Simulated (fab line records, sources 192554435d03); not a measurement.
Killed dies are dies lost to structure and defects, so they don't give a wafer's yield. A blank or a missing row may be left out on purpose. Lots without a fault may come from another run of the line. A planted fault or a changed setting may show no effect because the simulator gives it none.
A struck lot beside a sound one | flow n5_finfet | 16 steps out of a route of 1938
Sound: wafers L243.1, L243.3, L243.4. Struck: wafers L239.1, L239.2, L239.3. The cause comes at the end.
At each step with rows: each side's tool, then ch and its chambers, then its first start. Under that, the readings that differ: sound wafers | struck wafers | difference of the means | sigmas: that difference in standard deviations of wafers without a fault.
alike: readings whose means differ by less than 2 such deviations, and words and numbers that are the same on both sides. not compared: withheld readings, readings that some wafer has no value for, bounds like >300 that may hide the same value, and numbers for which the record gives no deviation and whose values overlap.
The two part at a step that has a row with sigmas, a row that says differs or no value, or rows on one side only. Numbers that don't overlap but have no deviation are shown without sigmas and don't part them. A reading that every wafer of one side lacks parts them only if that side has two wafers or more.

first, 8 steps without rows for these wafers: N5_BEOL_M1_COAT_62 (time 60 s, resist thk 12 nm); N5_BEOL_M1_COAT_73 (time 60 s, resist thk 5 nm); N5_BEOL_M1_COAT_05 (resist thk 30 nm); N5_BEOL_M1_EBR_07; N5_BEOL_M1_SOFTBAKE_06 (time 60 s); N5_BEOL_M1_EXPOSE_08 (exposes mask M1); N5_BEOL_M1_PEB_09 (peb time 60 s); N5_BEOL_M1_DEVELOP_10 (develop time 30 s).
N5_BEOL_M1_CD_MEAS_11: target cd 17.05 nm.
  sound on cd_sem-03 ch 0, day 9 15:04; struck on cd_sem-02 ch 0, day 8 16:16
  alike: cd_nm
N5_BEOL_M1_OVL_MEAS_12:
  sound on overlay-02 ch 0, day 9 15:06; struck on overlay-01 ch 0, day 8 16:17
  alike: M1_OVL
N5_BEOL_M1_INSPECT_13: inspects for defects (brightfield).
  sound on defect_inspect-02, day 9 15:10; struck on defect_inspect-02, day 8 16:21
  alike: raw_defect_count
N5_BEOL_M1_DESCUM_16: chemistry O2, time 7 s.
  sound on rie_diel-03 ch 0,2,3, day 9 15:12; struck on rie_diel-06 ch 0,2,3, day 8 16:23
  reading                | sound     | struck      | difference | sigmas
  rf_hours_counter_h (h) | 47 103 61 | 108 234 146 | +92        |
  alike: chamber_pressure_mTorr, drypump_motor_current_A, oes_product_au, rf_vpp_V, showerhead_plenum_p_Torr, throttle_valve_pct
N5_BEOL_M1_ETCH_74: etches underlayer in N2/H2, target depth 6.5 nm, time 5.2 s.
  sound on rie_diel-03 ch 0,2,3, day 9 15:14; struck on rie_diel-06 ch 0,2,3, day 8 16:25
  reading                | sound             | struck            | difference | sigmas
  bias_w (W)             | 149.7 150.0 149.7 | 160.1 159.6 159.4 | +9.9       | +23
  rf_hours_counter_h (h) | 47 103 61         | 108 234 146       | +92        |
  rf_vpp_V (V)           | 521.2 522.4 523.1 | 546.4 540.1 547.8 | +22.5      | +9
  alike: chamber_pressure_mTorr, drypump_motor_current_A, etch_rf_on_time_s, oes_product_au, showerhead_plenum_p_Torr, throttle_valve_pct
N5_BEOL_M1_ETCH_63: etches SiARC in CF4, target depth 15.6 nm, time 26 s.
  sound on rie_diel-03 ch 0,2,3, day 9 15:15; struck on rie_diel-06 ch 0,2,3, day 8 16:26
  reading                | sound     | struck      | difference | sigmas
  rf_hours_counter_h (h) | 47 103 61 | 108 234 146 | +92        |
  alike: bias_w, chamber_pressure_mTorr, drypump_motor_current_A, etch_rf_on_time_s, oes_product_au, rf_vpp_V, showerhead_plenum_p_Torr, throttle_valve_pct
-- the record jumps here: 6 days lie between the struck wafers' starts before and after (it left off in module BEOL_M1 and takes up again in module BEOL_M4, whose first step shown is number 1111 of the route) --
N5_BEOL_M4_RC_MEAS_101:
  sound on prober-02 ch 0, day 15 18:53; struck on prober-02 ch 0, day 14 10:06
  reading   | sound                | struck               | difference | sigmas
  VT_P (mV) | -244.9 -245.8 -246.3 | -251.5 -250.7 -252.3 | -5.8       | -2
  alike: DIBL_N, DIBL_P, IOFF_N, IOFF_P, ION_N, ION_P, SS_N, SS_P, VT_N
-- the record jumps here: 4 days lie between the struck wafers' starts before and after (it left off in module BEOL_M4 and takes up again in module PASSIVATION, whose first step shown is number 1936 of the route) --
N5_PASSIVATION_PROBE_49:
  sound on prober-02, day 20 12:38; struck on prober-02, day 18 13:53
  alike: defect_limited_yield, killed_at_M0_to_M3, killed_at_M4_up, killed_at_contacts, killed_at_front_end, killed_at_other, killed_dies, killed_open, killed_short, sort_bin_5_function, sort_bin_6_memory, sort_n_pass, sort_yield_pct

WHERE THEY PART
First at N5_BEOL_M1_ETCH_74; last, within this record, at N5_BEOL_M4_RC_MEAS_101. Later steps at which nothing parts them and some readings are alike: N5_PASSIVATION_PROBE_49.

WHY: what the simulator had put in
Process parameter drift: rie_diel-06, from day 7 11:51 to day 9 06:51, at N5_BEOL_M1_ETCH_74. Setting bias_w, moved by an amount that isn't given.
